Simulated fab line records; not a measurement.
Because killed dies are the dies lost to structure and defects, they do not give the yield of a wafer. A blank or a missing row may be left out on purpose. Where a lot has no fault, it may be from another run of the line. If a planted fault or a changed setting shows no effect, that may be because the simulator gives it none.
Chamber matching :: flow n5Finfet :: 4 sister chambers for N5_BEOL_M11_DESCUM_16 on rieDiel-06
The step chemistry O2, time 7.9 s. 4 wafers are shown with their chamber, then 11 later ones without.

== WAFERS, EACH WITH ITS CHAMBER ==
wafer: L089.1
chamber: 0
drypumpMotorCurrentA (A): 5.80

wafer: L089.3
chamber: 1
drypumpMotorCurrentA (A): 5.31

wafer: L089.4
chamber: 3
drypumpMotorCurrentA (A): 5.87

wafer: L090.3
chamber: 2
drypumpMotorCurrentA (A): 5.39

== WAFERS WHOSE CHAMBER IS MISSING ==
wafer: L090.5
drypumpMotorCurrentA (A): 5.87

wafer: L090.6
drypumpMotorCurrentA (A): 5.81

wafer: L091.1
drypumpMotorCurrentA (A): 5.77

wafer: L091.4
drypumpMotorCurrentA (A): 5.91

wafer: L091.5
drypumpMotorCurrentA (A): 5.41

wafer: L097.1
drypumpMotorCurrentA (A): 5.32

wafer: L097.2
drypumpMotorCurrentA (A): 5.42

wafer: L097.3
drypumpMotorCurrentA (A): 5.79

wafer: L095.3
drypumpMotorCurrentA (A): 5.29

wafer: L095.5
drypumpMotorCurrentA (A): 5.91

wafer: L095.6
drypumpMotorCurrentA (A): 5.79

== CHAMBER TAKEN BY EACH ==
wafer: L090.5
from the rows above: 3
in truth: 3

wafer: L090.6
from the rows above: 0
in truth: 0

wafer: L091.1
from the rows above: 0
in truth: 0

wafer: L091.4
from the rows above: 3
in truth: 3

wafer: L091.5
from the rows above: 2
in truth: 2

wafer: L097.1
from the rows above: 1
in truth: 1

wafer: L097.2
from the rows above: 2
in truth: 2

wafer: L097.3
from the rows above: 0
in truth: 0

wafer: L095.3
from the rows above: 1
in truth: 1

wafer: L095.5
from the rows above: 3
in truth: 3

wafer: L095.6
from the rows above: 0
in truth: 0
Correctly placed: 11 of 11. Left unplaced by these rows: 0. Wrongly placed: 0.
How it was worked out, from the rows above alone: a wafer's distance from a chamber is the root of the sum, over the readings, of the square of ((its reading less the chamber's mean) divided by the reading's scatter). If the next closest chamber is less than 2 further off than the closest, the wafer can't be placed; otherwise it belongs to the closest. For every chamber, the mean is computed from those of its wafers that are shown. The scatter: root of mean squared gap, hidden wafer to nearest shown wafer, with one shown wafer a chamber.
